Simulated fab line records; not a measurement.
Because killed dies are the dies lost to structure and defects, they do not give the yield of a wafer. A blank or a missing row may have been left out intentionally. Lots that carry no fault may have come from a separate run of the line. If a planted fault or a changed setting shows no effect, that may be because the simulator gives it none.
One fault through the eyes of 2 desks	flow n5Finfet	what lay behind the numbers comes last; until then each desk has only its own

## METROLOGY DESK
What the gauges read for every lot (on any tool): the sampled wafers with a number, averaged. The brackets show how far a lot's mean lies from the usual mean; more than 4 standard deviations puts the lot out of limits, marked OUT.
Columns: A = cdNm at N5_BEOL_M5_CD_MEAS_11, usual 28.1 nm; B = V4_OVL at N5_BEOL_M5_OVL_MEAS_29, usual 0.1 nm
lot	first seen here	A	B
L749	day 8 14:17	28.0	-0.6
L750	day 9 00:16	28.4	-0.1
L751	day 9 00:19	27.9	-0.0
L752	day 9 17:32	28.0	-0.5
L755	day 10 06:21	27.8	-0.1
L757	day 10 08:35	28.1	-0.5
L758	day 10 19:40	27.8	1.1
L759	day 11 06:45	28.5	0.0
L761	day 11 23:32	28.2	0.2
L766	day 13 16:58	28.2	-0.8
L771	day 13 23:35	27.7	-0.4
L770	day 14 00:17	28.2	0.5
L772	day 14 09:43	28.1	-0.2
Result from this desk: across the 13 lots, nothing is out of limits.

## FOR THE TOOL OWNER'S DESK: lithoTrack-02
The tool's own readings at N5_BEOL_M5_COAT_66 (time 60 s, resist thk 12 nm): means of the sampled wafers that have a number, for each lot that ran on this tool. The brackets show how far a lot's mean lies from the usual mean; more than 4 standard deviations puts the lot out of limits, marked OUT.
Columns: A = spinSpeedRpm at N5_BEOL_M5_COAT_66, usual 1500.1 rpm
lot	first seen here	A
L749	day 8 15:30	1499.6
L758	day 10 23:02	1442.9 (-67) OUT
L759	day 11 08:16	1443.5 (-66) OUT
This desk finds L758, L759 out of limits, L758 being first, at day 10 23:02 (spinSpeedRpm at N5_BEOL_M5_COAT_66). Within limits: L749.

## PUT TOGETHER
At day 10 23:02, on L758, L759, the tool owner's desk was in a position to raise an alarm.
From the metrology desk's view, nothing was out of limits.
The metrology desk holds a record of L758, L759, inside its limits.
All the named lots went through N5_BEOL_M5_COAT_66 on lithoTrack-02.

## WHAT THE SIMULATOR HAD INSERTED
Process parameter drift: lithoTrack-02, from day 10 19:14 on, at N5_BEOL_M5_COAT_66. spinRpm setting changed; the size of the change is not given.
Shown lots that were struck: L758, L759.
How many hours passed from the start of the fault until each desk's first out-of-limits reading: the tool owner's desk, 4.
